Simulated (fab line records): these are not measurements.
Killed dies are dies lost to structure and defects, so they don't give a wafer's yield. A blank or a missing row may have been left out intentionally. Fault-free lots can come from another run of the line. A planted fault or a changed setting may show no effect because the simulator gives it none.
Split-lot trial | flow n5 finfet | route with 1938 steps; 7 lots, 21 wafers read

ON THE SPLIT
At N5_BEOL_M0_SAQP_SPACER1_ALD_98 (deposits SiO2, target thk 12.8 nm, pulse time 1 s, purge time 2 s), the setting temp c was moved away from the recipe's 300 C on 7 of the 21 wafers read, by -3.3% to +3.1%. The other wafers ran this setting at the recipe's value.

The reading is taken at the split's own step.

THE READING
SiO2_of_BEOL_M0_SAQP_SPACER1_ALD_98.thk nm (the simulator's own value, which no gauge read), in nm, at N5_BEOL_M0_SAQP_SPACER1_ALD_98 (deposits SiO2, target thk 12.8 nm, pulse time 1 s, purge time 2 s). The file does not state a usual value for it.

wafer  | tool, chamber at the split | temp c as run, C | against the recipe | SiO2_of_BEOL_M0_SAQP_SPACER1_ALD_98.thk nm, nm | against lot-mates on the recipe
L078.1 | ald sin-03, 0,1,1          | 300              | recipe             | 12.8                                           | -
L078.2 | ald sin-03, 0,1,1          | 300              | recipe             | 12.8                                           | -
L078.6 | ald sin-03, 0,1,1          | 300              | recipe             | 12.8                                           | -
L080.1 | ald sin-04, 1,3            | 300              | recipe             | 12.8                                           | -
L080.6 | ald sin-04, 1,3            | 300              | recipe             | 12.8                                           | -
L080.2 | ald sin-04, 3              | 309.3            | +3.1%              | 12.6                                           | -0.2
L092.1 | ald sin-03, 1,0            | 296.1            | -1.3%              | 13                                             | +0.2
L092.4 | ald sin-03, 1,0            | 296.1            | -1.3%              | 13                                             | +0.2
L092.3 | ald sin-03, 3              | 300              | recipe             | 12.8                                           | -
L093.2 | ald sin-01, 3              | 300              | recipe             | 12.8                                           | -
L093.5 | ald sin-01, 0,3            | 307.9            | +2.6%              | 12.6                                           | -0.2
L093.6 | ald sin-01, 0,3            | 307.9            | +2.6%              | 12.6                                           | -0.2
L094.3 | ald sin-03, 2,1,2          | 300              | recipe             | 12.8                                           | -
L094.4 | ald sin-03, 2,1,2          | 300              | recipe             | 12.8                                           | -
L094.5 | ald sin-03, 2,1,2          | 300              | recipe             | 12.8                                           | -
L096.1 | ald sin-03, 1,2,1          | 300              | recipe             | 12.8                                           | -
L096.5 | ald sin-03, 1,2,1          | 300              | recipe             | 12.8                                           | -
L096.6 | ald sin-03, 1,2,1          | 300              | recipe             | 12.8                                           | -
L097.2 | ald sin-04, 3,1            | 290              | -3.3%              | 13.2                                           | +0.4
L097.4 | ald sin-04, 3,1            | 290              | -3.3%              | 13.2                                           | +0.4
L097.5 | ald sin-04, 1              | 300              | recipe             | 12.8                                           | -
Rows listing several chambers each stand for several wafers; the file does not say which wafer went through which chamber.

FIT RESULTS
A straight line over all 21 wafers: SiO2_of_BEOL_M0_SAQP_SPACER1_ALD_98.thk nm changes by -0.0986 nm for each +1% of temp c; r = -0.97; the points scatter about the line by 0.037 nm.
The same after taking each lot's own level away (the mean of its wafers on the recipe; 21 wafers): -0.0986 nm for each +1%; r = -0.97; scatter 0.037 nm.
Per that fit: largest temp c move, reading shift of 0.33 nm.
The lots' own levels span 12.80 to 12.80 nm.
The two slopes agree, so the slope changes little with the lot-to-lot level.
Check: with one of the wafers moved furthest among these (-3.3%) left out of the fit, the line predicts +0.336 nm for it against its lot-mates. It came out at +0.4 nm against them.

FURTHER SPLITS ON THESE WAFERS
Before the reading, these wafers also passed through other splits. Each is held against what the fit with the lots' levels taken away leaves over:
other split on the same wafers         | wafers away from the commonest value | r with SiO2_of_BEOL_M0_SAQP_SPACER1_ALD_98.thk nm (lot level and that fit taken away)
N5_MOL_CONTACT_COAG_VIA_ETCH_46 bias w | 9                                    | -0.35

THE FILE'S OWN FIT
SiO2_of_BEOL_M0_SAQP_SPACER1_ALD_98.thk nm changes by -0.0934 nm for each +1% of temp c, r = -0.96.
